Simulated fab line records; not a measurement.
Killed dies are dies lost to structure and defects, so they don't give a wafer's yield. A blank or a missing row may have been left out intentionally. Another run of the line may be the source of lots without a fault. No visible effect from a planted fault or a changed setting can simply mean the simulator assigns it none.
Lot-split experiment / flow n5_finfet / route with 1938 steps; 7 lots, 21 wafers read

## SPLIT DETAILS
At N5_FIN_SAQP_SPACER1_ALD_24 (deposits SiO2, target thk 20.3 nm, pulse time 1 s, purge time 2 s), the setting ald_cycles was moved away from the recipe's 218 on 13 of the 21 wafers read, by -5.5% to +16.1%. For the rest of the wafers, this setting stayed at what the recipe calls for.

## FROM THE SPLIT TO THE READING: what the file shows between them, 2 steps
- N5_FIN_SAQP_SPACER1_ETCHBACK_25: etches SiO2 in CHF3/O2, target depth 24.4 nm, time 12.2 s
- N5_FIN_SAQP_MANDREL1_REMOVE_56: chemistry HBr/Cl2/O2, target a-Si, stops on SiNx, bt time 10 s

## THE READING
At N5_FIN_SAQP_CD_MEAS_27: cd_nm in nanometres, against a target cd of 20 nm. Fault-free wafers of this fab line usually give 20.29 nm, standard deviation 0.24 nm.

wafer=L075.1; tool, chamber at the split=ald_sin-04, 2; ald_cycles as run=218; against the recipe=recipe; cd_nm, nm=20.66; against lot-mates on the recipe=-
wafer=L075.2; tool, chamber at the split=ald_sin-04, 3,1; ald_cycles as run=253; against the recipe=+16.1%; cd_nm, nm=23.53; against lot-mates on the recipe=+2.87
wafer=L075.6; tool, chamber at the split=ald_sin-04, 3,1; ald_cycles as run=253; against the recipe=+16.1%; cd_nm, nm=23.89; against lot-mates on the recipe=+3.23
wafer=L076.2; tool, chamber at the split=ald_sin-02, 1,2; ald_cycles as run=218; against the recipe=recipe; cd_nm, nm=20.26; against lot-mates on the recipe=-
wafer=L076.4; tool, chamber at the split=ald_sin-02, 2; ald_cycles as run=229; against the recipe=+5.0%; cd_nm, nm=21.52; against lot-mates on the recipe=+1.14
wafer=L076.5; tool, chamber at the split=ald_sin-02, 1,2; ald_cycles as run=218; against the recipe=recipe; cd_nm, nm=20.49; against lot-mates on the recipe=-
wafer=L079.1; tool, chamber at the split=ald_sin-04, 1,2,1; ald_cycles as run=218; against the recipe=recipe; cd_nm, nm=20.14; against lot-mates on the recipe=-
wafer=L079.3; tool, chamber at the split=ald_sin-04, 1,2,1; ald_cycles as run=218; against the recipe=recipe; cd_nm, nm=20.25; against lot-mates on the recipe=-
wafer=L079.6; tool, chamber at the split=ald_sin-04, 1,2,1; ald_cycles as run=218; against the recipe=recipe; cd_nm, nm=20.66; against lot-mates on the recipe=-
wafer=L081.2; tool, chamber at the split=ald_sin-02, 2; ald_cycles as run=229; against the recipe=+5.0%; cd_nm, nm=21.25; against lot-mates on the recipe=no lot-mate on the recipe
wafer=L081.3; tool, chamber at the split=ald_sin-02, 3,2; ald_cycles as run=229; against the recipe=+5.0%; cd_nm, nm=21.15; against lot-mates on the recipe=no lot-mate on the recipe
wafer=L081.5; tool, chamber at the split=ald_sin-02, 3,2; ald_cycles as run=229; against the recipe=+5.0%; cd_nm, nm=21.79; against lot-mates on the recipe=no lot-mate on the recipe
wafer=L088.3; tool, chamber at the split=ald_sin-02, 1; ald_cycles as run=218; against the recipe=recipe; cd_nm, nm=20.68; against lot-mates on the recipe=-
wafer=L088.5; tool, chamber at the split=ald_sin-02, 1,2; ald_cycles as run=206; against the recipe=-5.5%; cd_nm, nm=19.42; against lot-mates on the recipe=-1.26
wafer=L088.6; tool, chamber at the split=ald_sin-02, 1,2; ald_cycles as run=206; against the recipe=-5.5%; cd_nm, nm=19.68; against lot-mates on the recipe=-1.00
wafer=L089.1; tool, chamber at the split=ald_sin-03, 2,3; ald_cycles as run=232; against the recipe=+6.4%; cd_nm, nm=21.57; against lot-mates on the recipe=no lot-mate on the recipe
wafer=L089.4; tool, chamber at the split=ald_sin-03, 2,3; ald_cycles as run=232; against the recipe=+6.4%; cd_nm, nm=21.82; against lot-mates on the recipe=no lot-mate on the recipe
wafer=L089.6; tool, chamber at the split=ald_sin-03, 2; ald_cycles as run=232; against the recipe=+6.4%; cd_nm, nm=21.46; against lot-mates on the recipe=no lot-mate on the recipe
wafer=L093.1; tool, chamber at the split=ald_sin-03, 0; ald_cycles as run=234; against the recipe=+7.3%; cd_nm, nm=21.89; against lot-mates on the recipe=+1.78
wafer=L093.3; tool, chamber at the split=ald_sin-03, 1; ald_cycles as run=234; against the recipe=+7.3%; cd_nm, nm=22.05; against lot-mates on the recipe=+1.94
wafer=L093.4; tool, chamber at the split=ald_sin-03, 2; ald_cycles as run=218; against the recipe=recipe; cd_nm, nm=20.11; against lot-mates on the recipe=-
Rows listing several chambers each stand for several wafers; the file does not say which wafer went through which chamber.

FIT RESULTS
A straight line over all 21 wafers: cd_nm changes by +0.197 nm for each +1% of ald_cycles; r = +0.98; the points scatter about the line by 0.23 nm.
The same after taking each lot's own level away (the mean of its wafers on the recipe; 15 wafers): +0.2 nm for each +1%; r = +0.99; scatter 0.22 nm.
According to that fit, moving ald_cycles by its largest amount changes the reading by 3.2 nm.
The lots' own levels span 20.110 to 20.680 nm, that is 2.4 times the standard deviation above.
Consequently the slope shifts little with the lot-to-lot level, the two slopes agreeing.
Check: with one of the wafers moved furthest among these (+16.1%) left out of the fit, the line predicts +3.47 nm for it against its lot-mates. Against them it came out at +2.87 nm.

## FURTHER SPLITS ON THESE WAFERS
Other splits were also applied to these wafers ahead of the reading. Each is held against what the fit with the lots' levels taken away leaves over:
other split on the same wafers=N5_ZERO_LAYER_ETCH_18 icp_w; wafers away from the commonest value=7; r with cd_nm (lot level and that fit taken away)=+0.27
other split on the same wafers=N5_PMOS_HMC_CHANNEL_EPI_HM_DEP_34 time_s; wafers away from the commonest value=5; r with cd_nm (lot level and that fit taken away)=+0.19
other split on the same wafers=N5_PMOS_HMC_CHANNEL_EPI_PEB_07 peb_time_s; wafers away from the commonest value=6; r with cd_nm (lot level and that fit taken away)=+0.62

## THE WHOLE CHAIN: every reading that the file lists as answering this split, in the file's order
step=N5_FIN_SAQP_SPACER1_ALD_24; what it does=deposits SiO2, target thk 20.3 nm, pulse time 1 s, purge time 2 s; reading=SiO2_of_FIN_SAQP_SPACER1_ALD_24.thk_nm (the simulator's own value, which no gauge read); change (the file's fit)=+0.21 nm for each +1% of the setting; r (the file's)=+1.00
step=N5_FIN_SAQP_MANDREL1_REMOVE_56; what it does=chemistry HBr/Cl2/O2, target a-Si, stops on SiNx, bt time 10 s; reading=FIN_SAQP.cd_nm (the simulator's own value, which no gauge read); change (the file's fit)=+0.192 nm for each +1% of the setting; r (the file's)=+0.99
step=N5_FIN_SAQP_CD_MEAS_27; what it does=target cd 20 nm; reading=cd_nm; change (the file's fit)=+0.203 nm for each +1% of the setting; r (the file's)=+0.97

## THE FILE'S OWN FIT
cd_nm changes by +0.203 nm for each +1% of ald_cycles, r = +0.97.
